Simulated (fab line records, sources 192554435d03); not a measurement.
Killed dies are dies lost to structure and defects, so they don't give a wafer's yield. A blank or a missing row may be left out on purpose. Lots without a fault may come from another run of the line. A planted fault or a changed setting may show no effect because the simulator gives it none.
Chamber matching | flow n5_finfet | N5_FIN_SAQP_ETCH_51 on rie_diel-04: 4 sister chambers
The step etches SiARC in CF4, target depth 45.5 nm, time 75.8 s. 4 wafers are shown with their chamber, then 12 later ones without.

WAFERS WITH THEIR CHAMBER
wafer  | chamber | drypump_motor_current_A (A)
L086.4 | 1       | 6.5
L089.1 | 2       | 5.4
L089.3 | 3       | 5.8
L089.4 | 0       | 5.1

WAFERS WITHOUT THEIR CHAMBER
wafer  | drypump_motor_current_A (A)
L090.4 | 6.5
L090.5 | 5.4
L090.6 | 5.9
L092.4 | 5.4
L092.5 | 6.5
L092.6 | 5.1
L093.2 | 5.4
L093.3 | 5.1
L093.5 | 6.5
L094.1 | 6.5
L094.2 | 5.4
L094.3 | 5.1

WHICH CHAMBER EACH WENT THROUGH
wafer  | from the rows above | in truth
L090.4 | 1                   | 1
L090.5 | 2                   | 2
L090.6 | 3                   | 3
L092.4 | 2                   | 2
L092.5 | 1                   | 1
L092.6 | 0                   | 0
L093.2 | 2                   | 2
L093.3 | 0                   | 0
L093.5 | 1                   | 1
L094.1 | 1                   | 1
L094.2 | 2                   | 2
L094.3 | 0                   | 0
Placed correctly: 12 of 12. Can't be placed from these rows: 0. Placed wrongly: 0.
How it was worked out, from the rows above alone: a wafer's distance from a chamber is the root of the sum, over the readings, of the square of ((its reading less the chamber's mean) divided by the reading's scatter). The wafer belongs to the nearest chamber; if the next one is less than 2 further off, it can't be placed. A chamber's mean is the mean of its shown wafers. The scatter: with one shown wafer a chamber, the root of the mean of the squares of how far each hidden wafer lies from its nearest shown one.
